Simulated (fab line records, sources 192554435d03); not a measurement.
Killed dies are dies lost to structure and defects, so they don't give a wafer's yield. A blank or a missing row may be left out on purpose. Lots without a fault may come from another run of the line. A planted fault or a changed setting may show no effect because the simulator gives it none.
Chamber matching | flow n5_finfet | N5_BEOL_M8_STRIP_36 on rie_diel-02: 4 sister chambers
The step strips in N2/H2. 4 wafers are shown with their chamber, then 9 later ones without.

WAFERS WITH THEIR CHAMBER
wafer  | chamber | showerhead_plenum_p_Torr (Torr)
L083.3 | 3       | 2.63
L083.4 | 0       | 2.52
L087.4 | 1       | 2.47
L087.5 | 2       | 2.48

WAFERS WITHOUT THEIR CHAMBER
wafer  | showerhead_plenum_p_Torr (Torr)
L089.2 | 2.52
L089.3 | 2.47
L089.5 | 2.47
L090.3 | 2.46
L090.4 | 2.63
L090.5 | 2.63
L092.1 | 2.47
L092.2 | 2.51
L092.3 | 2.63

WHICH CHAMBER EACH WENT THROUGH
wafer  | from the rows above | in truth
L089.2 | 0                   | 0
L089.3 | 1                   | 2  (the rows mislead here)
L089.5 | 1                   | 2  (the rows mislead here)
L090.3 | 1                   | 1
L090.4 | 3                   | 3
L090.5 | 3                   | 3
L092.1 | 1                   | 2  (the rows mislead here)
L092.2 | 0                   | 0
L092.3 | 3                   | 3
Placed correctly: 6 of 9. Can't be placed from these rows: 0. Placed wrongly: 3.
How it was worked out, from the rows above alone: a wafer's distance from a chamber is the root of the sum, over the readings, of the square of ((its reading less the chamber's mean) divided by the reading's scatter). The wafer belongs to the nearest chamber; if the next one is less than 2 further off, it can't be placed. A chamber's mean is the mean of its shown wafers. The scatter: with one shown wafer a chamber, the root of the mean of the squares of how far each hidden wafer lies from its nearest shown one.
